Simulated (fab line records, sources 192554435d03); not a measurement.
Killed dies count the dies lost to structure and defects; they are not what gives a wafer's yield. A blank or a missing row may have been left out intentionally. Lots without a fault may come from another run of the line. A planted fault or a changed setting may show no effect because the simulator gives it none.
Chamber matching / flow n5_finfet / N5_DUMMY_GATE_ETCH_29 on rie_diel-06 has 4 sister chambers
The step etches underlayer in N2/H2, target depth 13 nm. 4 wafers are shown with their chamber, then 11 later ones without.

WAFERS WITH THEIR CHAMBER
wafer=L084.1; chamber=1; drypump_motor_current_A (A)=5.1
wafer=L084.3; chamber=2; drypump_motor_current_A (A)=5.0
wafer=L086.1; chamber=3; drypump_motor_current_A (A)=5.7
wafer=L087.3; chamber=0; drypump_motor_current_A (A)=6.2

WAFERS WITHOUT THEIR CHAMBER
wafer=L087.4; drypump_motor_current_A (A)=5.1
wafer=L087.5; drypump_motor_current_A (A)=5.0
wafer=L089.1; drypump_motor_current_A (A)=5.7
wafer=L089.3; drypump_motor_current_A (A)=5.0
wafer=L089.6; drypump_motor_current_A (A)=5.0
wafer=L093.2; drypump_motor_current_A (A)=4.9
wafer=L093.4; drypump_motor_current_A (A)=5.0
wafer=L093.6; drypump_motor_current_A (A)=5.7
wafer=L097.1; drypump_motor_current_A (A)=5.7
wafer=L097.3; drypump_motor_current_A (A)=6.3
wafer=L097.6; drypump_motor_current_A (A)=5.7

WHICH CHAMBER EACH ONE RAN IN
wafer=L087.4; from the rows above=1; in truth=1
wafer=L087.5; from the rows above=2; in truth=2
wafer=L089.1; from the rows above=3; in truth=3
wafer=L089.3; from the rows above=2; in truth=2
wafer=L089.6; from the rows above=2; in truth=2
wafer=L093.2; from the rows above=2; in truth=2
wafer=L093.4; from the rows above=2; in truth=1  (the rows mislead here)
wafer=L093.6; from the rows above=3; in truth=3
wafer=L097.1; from the rows above=3; in truth=3
wafer=L097.3; from the rows above=0; in truth=0
wafer=L097.6; from the rows above=3; in truth=3
Correct placement for 10 of the 11. From these rows, 0 cannot be placed. 1 placed wrongly.
How it was worked out, from the rows above alone: a wafer's distance from a chamber is the root of the sum, over the readings, of the square of ((its reading less the chamber's mean) divided by the reading's scatter). The wafer belongs to the nearest chamber; if the next one is less than 2 further off, it can't be placed. For every chamber, the mean is computed from those of its wafers that are shown. The scatter (one wafer shown for each chamber): square how far every hidden wafer sits from the nearest shown wafer, average those squares and take the square root.
